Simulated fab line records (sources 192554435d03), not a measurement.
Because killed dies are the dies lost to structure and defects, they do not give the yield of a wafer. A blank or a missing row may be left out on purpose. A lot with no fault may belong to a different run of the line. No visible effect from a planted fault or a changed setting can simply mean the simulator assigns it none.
Chamber matching | flow n5-finfet | 3 sister chambers for N5_BEOL_M4_CO_CAP_55 on cvd-co-01
The step material Co, precursor CCTBA/H2, target thk 2 nm, time 102.1 s. 3 wafers are shown with their chamber, then 6 later ones without.

WAFERS PAIRED WITH THEIR CHAMBERS
wafer  | chamber | heater-power-w (W)
L309.1 | 1       | 243
L309.5 | 0       | 211
L309.6 | 2       | 255

WAFERS WITH NO CHAMBER GIVEN
wafer  | heater-power-w (W)
L316.1 | 240
L316.3 | 254
L316.6 | 213
L320.1 | 210
L320.2 | 244
L320.4 | 222

WHICH CHAMBER EACH WENT THROUGH
wafer  | from the rows above | in truth
L316.1 | 1                   | 1
L316.3 | 2                   | 2
L316.6 | 0                   | 0
L320.1 | 0                   | 0
L320.2 | 1                   | 1
L320.4 | 0                   | 0
Placed correctly: 6 of 6. Not placeable from these rows: 0. 0 placed wrongly.
How it was worked out, from the rows above alone: a wafer's distance from a chamber is the root of the sum, over the readings, of the square of ((its reading less the chamber's mean) divided by the reading's scatter). If the next closest chamber is less than 2 further off than the closest, the wafer can't be placed; otherwise it belongs to the closest. Each chamber's mean is taken over the wafers shown for it. The scatter: root of mean squared gap, hidden wafer to nearest shown wafer, with one shown wafer a chamber.
